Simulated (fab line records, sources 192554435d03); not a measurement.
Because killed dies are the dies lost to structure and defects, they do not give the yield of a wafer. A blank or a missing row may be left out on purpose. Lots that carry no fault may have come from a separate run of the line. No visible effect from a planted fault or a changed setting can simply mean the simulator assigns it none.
Split-lot experiment	flow n5-finfet	21 wafers read across 7 lots, on a route 1938 steps long

== THE SPLIT ==
At N5_BEOL_M5_ETCH_41 (etches SiCN in CH3F/O2, target depth 31.5 nm, time 56.7 s), the setting source-w was moved away from the recipe's 395 W on 4 of the 21 wafers read, by -7.3% to +10.7%. All remaining wafers had this setting at the recipe value.

The split's own step is where the reading is taken.

== THE READING ==
rf-vpp-V, in V, at N5_BEOL_M5_ETCH_41 (etches SiCN in CH3F/O2, target depth 31.5 nm, time 56.7 s). Fault-free wafers of this fab line usually give 297.8 V, standard deviation 1.2 V.

wafer	tool, chamber at the split	source-w as run, W	against the recipe	rf-vpp-V, V	against lot-mates on the recipe
L074.2	rie-diel-01, 2	395	recipe	295.3	-
L074.3	rie-diel-01, 1	395	recipe	299.5	-
L074.6	rie-diel-01, 0	395	recipe	296.1	-
L076.1	rie-diel-01, 1	395	recipe	299.0	-
L076.4	rie-diel-01, 3	395	recipe	297.4	-
L076.6	rie-diel-01, 3	395	recipe	295.2	-
L077.1	rie-diel-04, 3	395	recipe	296.9	-
L077.4	rie-diel-04, 0	395	recipe	298.1	-
L077.5	rie-diel-04, 1	395	recipe	298.1	-
L081.1	rie-diel-05, 0	413.5	+4.7%	295.0	-3.3
L081.3	rie-diel-05, 3	395	recipe	298.5	-
L081.5	rie-diel-05, 3	395	recipe	298.1	-
L082.2	rie-diel-05, 2	395	recipe	298.9	-
L082.4	rie-diel-05, 0	395	recipe	298.1	-
L082.5	rie-diel-05, 0	366.1	-7.3%	305.4	+6.9
L089.1	rie-diel-01, 0	395	recipe	297.2	-
L089.2	rie-diel-01, 2	427.8	+8.3%	287.7	-10.6
L089.3	rie-diel-01, 1	395	recipe	299.3	-
L090.2	rie-diel-04, 2	437.3	+10.7%	287.8	-9.8
L090.3	rie-diel-04, 0	395	recipe	298.3	-
L090.5	rie-diel-04, 2	395	recipe	296.8	-

THE FIT
A straight line over all 21 wafers: rf-vpp-V changes by -1 V for each +1% of source-w; r = -0.94; the points scatter about the line by 1.3 V.
The same after taking each lot's own level away (the mean of its wafers on the recipe; 21 wafers): -0.994 V for each +1%; r = -0.94; scatter 1.3 V.
According to that fit, moving source-w by its largest amount changes the reading by 11 V.
The lots' own levels span 296.97 to 298.50 V, that is 1.3 times the standard deviation above.
The two slopes are in agreement: the lot-to-lot level therefore moves the slope only a little.
Check: -11.4 V against its lot-mates is what the line predicts for one of the wafers moved furthest among these (+10.7%) when that wafer is left out of the fit. It came out at -9.75 V against them.
Tool readings at the split's step, against how far the setting was moved: rf-vpp-V r = -0.94.

== THESE WAFERS: OTHER SPLITS ==
Other splits were also applied to these wafers ahead of the reading. Each is held against what the fit with the lots' levels taken away leaves over:
other split on the same wafers	wafers away from the commonest value	r with rf-vpp-V (lot level and that fit taken away)
N5_BEOL_M0_SAQP_EXPOSE_37 dose-mj	4	+0.08
N5_BEOL_M1_HM_DEP_02 target-thk-a	5	+0.04
N5_BEOL_M2_ALD_98 ald-cycles	8	+0.11
N5_BEOL_M4_COAT_05 spin-rpm	7	-0.13
N5_BEOL_M5_ILD_DEP_00 time-s	8	-0.36
N5_BEOL_M5_TRENCH_ETCH_37 source-w	8	-0.12

== THE FILE'S OWN FIT ==
rf-vpp-V changes by -0.997 V for each +1% of source-w, r = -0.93.
